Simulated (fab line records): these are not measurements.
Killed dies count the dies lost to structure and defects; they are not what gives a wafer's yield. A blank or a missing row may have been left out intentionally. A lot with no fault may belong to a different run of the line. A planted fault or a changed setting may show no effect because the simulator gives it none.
One fault seen from 2 desks + flow nand_harc + each desk holds nothing but its own numbers, with what lay behind them at the end

## FOR THE TOOL OWNER'S DESK: rie_diel-10
The tool's own readings at NHARC_A_BONDPAD_ETCH_24 (etches the open film in CF4/N2, target depth 30 nm, time 72.99 s): means of the sampled wafers that have a number, for each lot that ran on this tool. A lot is out of limits, marked OUT, if its mean lies more than 4 standard deviations from the usual mean; the brackets give that distance.
Columns: A = drypump_motor_current_A at NHARC_A_BONDPAD_ETCH_24, usual 5.7 A; B = n2_flow_sccm at NHARC_A_BONDPAD_ETCH_24, usual 100.0 sccm; C = oes_product_au at NHARC_A_BONDPAD_ETCH_24, usual 1.000 a.u.; D = rf_vpp_V at NHARC_A_BONDPAD_ETCH_24, usual 314.5 V; E = run_length_s at NHARC_A_BONDPAD_ETCH_24, usual 94.3 s; F = showerhead_plenum_p_Torr at NHARC_A_BONDPAD_ETCH_24, usual 2.64 Torr; G = throttle_valve_pct at NHARC_A_BONDPAD_ETCH_24, usual 19.794 %
| lot  | first seen here | A   | B     | C     | D     | E              | F    | G      |
|------|-----------------|-----|-------|-------|-------|----------------|------|--------|
| L914 | day 24 10:02    | 5.9 | 99.9  | 1.007 | 314.2 | 94.1           | 2.64 | 19.791 |
| L916 | day 25 07:06    | 6.0 | 100.0 | 0.999 | 312.2 | 94.0           | 2.53 | 19.789 |
| L917 | day 26 17:05    | 6.0 | 100.1 | 0.996 | 315.4 | 94.4           | 2.67 | 19.788 |
| L926 | day 30 13:19    | 6.1 | 99.6  | 0.998 | 316.7 | 77.8 (-41) OUT | 2.73 | 19.794 |
| L929 | day 31 07:46    | 6.1 | 100.2 | 0.997 | 317.0 | 77.8 (-41) OUT | 2.73 | 19.791 |
Finding of this desk: L926, L929 out of limits; the first was L926 at day 30 13:19, on run_length_s at NHARC_A_BONDPAD_ETCH_24. L914, L916, L917: within limits.

## METROLOGY DESK
What the gauges read, lot by lot, whatever tool the lot ran on: means of the sampled wafers that have a number. A lot is out of limits, marked OUT, if its mean lies more than 4 standard deviations from the usual mean; the brackets give that distance.
Columns: A = cd_nm at NHARC_A_BONDPAD_CD_MEAS_13, usual 500.0 nm
| lot  | first seen here | A     |
|------|-----------------|-------|
| L911 | day 22 23:58    | 498.7 |
| L914 | day 24 09:49    | 497.9 |
| L915 | day 24 10:01    | 500.4 |
| L912 | day 24 14:14    | 500.8 |
| L916 | day 25 06:52    | 499.9 |
| L918 | day 26 13:09    | 501.5 |
| L917 | day 26 16:51    | 500.8 |
| L926 | day 30 13:05    | 501.6 |
| L929 | day 31 07:32    | 495.5 |
| L932 | day 32 01:55    | 502.1 |
| L933 | day 32 20:52    | 499.2 |
This desk's verdict: no lot among the 11 shows anything out of limits.

## ALL TOGETHER
At day 30 13:19, on L926, L929, the tool owner's desk was in a position to raise an alarm.
Nothing out of limits was seen by the metrology desk.
The metrology desk holds a record of L926, L929, inside its limits.
On rie_diel-10, each named lot ran NHARC_A_BONDPAD_ETCH_24.

## WHAT THE SIMULATOR PUT IN
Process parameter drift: rie_diel-10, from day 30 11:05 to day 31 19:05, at NHARC_A_BONDPAD_ETCH_24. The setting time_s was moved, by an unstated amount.
Shown lots that were struck: L926, L929.
Hours from the fault's start to each desk's first reading out of limits: the tool owner's desk, 2.
